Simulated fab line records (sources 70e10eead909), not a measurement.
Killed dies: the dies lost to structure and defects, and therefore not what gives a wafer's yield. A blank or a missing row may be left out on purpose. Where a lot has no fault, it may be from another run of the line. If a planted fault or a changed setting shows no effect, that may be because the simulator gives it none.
Matching of chambers + flow nand_harc + NHARC_A_WL_FILL_ALD_02 on ald_metal-03 has 4 sister chambers
The step deposits TiN, target thk 2 nm, pulse time 3 s, ald cycles 100. 18 wafers are shown with their chamber, then 9 later ones without.

EACH WAFER AND ITS CHAMBER
| wafer  | chamber | heater_power_w (W) | precursor_pulse_height_rel |
|--------|---------|--------------------|----------------------------|
| L076.1 | 1       | 1229               | 1.007                      |
| L076.2 | 2       | 1134               | 1.008                      |
| L076.6 | 2       | 1133               | 1.027                      |
| L077.2 | 1       | 1256               | 0.971                      |
| L077.5 | 1       | 1242               | 0.990                      |
| L077.6 | 2       | 1132               | 0.987                      |
| L079.1 | 2       | 1140               | 1.007                      |
| L079.3 | 3       | 995                | 1.022                      |
| L079.6 | 3       | 997                | 1.002                      |
| L081.3 | 1       | 1195               | 0.972                      |
| L081.5 | 2       | 1169               | 0.982                      |
| L081.6 | 3       | 1014               | 0.989                      |
| L082.2 | 1       | 1214               | 1.004                      |
| L082.3 | 0       | 1176               | 1.019                      |
| L082.4 | 3       | 1022               | 1.004                      |
| L087.3 | 2       | 1111               | 1.020                      |
| L087.4 | 3       | 982                | 1.000                      |
| L087.6 | 2       | 1146               | 1.000                      |

SIGNATURES, as means of the wafers listed above
| reading                    | chamber 0 | chamber 1 | chamber 2 | chamber 3 | scatter within a chamber |
|----------------------------|-----------|-----------|-----------|-----------|--------------------------|
| heater_power_w             | 1176.00   | 1227.20   | 1137.86   | 1002.00   | 19.1                     |
| precursor_pulse_height_rel | 1.01900   | 0.98880   | 1.00443   | 1.00340   | 0.0154                   |
Rule: distance of a wafer from a chamber = root of the sum over the readings of ((wafer's reading minus chamber's mean) / reading's scatter) squared. The wafer belongs to the nearest chamber; if the next one is less than 2 further off, it can't be placed. How the scatter is found: for the shown wafers, subtract from each reading the mean of its chamber, square and add these, divide the total by (wafers less chambers), then take the root.

WAFERS MISSING THEIR CHAMBER
| wafer  | heater_power_w (W) | precursor_pulse_height_rel |
|--------|--------------------|----------------------------|
| L091.1 | 1137               | 1.034                      |
| L091.2 | 1151               | 1.013                      |
| L091.3 | 1097               | 1.001                      |
| L094.1 | 1180               | 0.997                      |
| L094.2 | 1140               | 0.977                      |
| L094.3 | 994                | 0.936                      |
| L097.2 | 1104               | 1.000                      |
| L097.3 | 1003               | 0.996                      |
| L097.5 | 1193               | 0.977                      |

EACH ONE'S CHAMBER
| wafer  | from the rows above          | in truth |
|--------|------------------------------|----------|
| L091.1 | can't be placed: 2 or 0      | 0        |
| L091.2 | can't be placed: 2 or 0      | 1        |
| L091.3 | 2                            | 2        |
| L094.1 | can't be placed: 0 or 2 or 1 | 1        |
| L094.2 | can't be placed: 2 or 0      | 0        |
| L094.3 | 3                            | 3        |
| L097.2 | 2                            | 2        |
| L097.3 | 3                            | 3        |
| L097.5 | can't be placed: 1 or 0 or 2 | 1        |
Correctly placed: 4 of 9. Cannot be placed on the basis of these rows: 5; the candidates contain the true chamber in 4. Wrongly placed: 0.
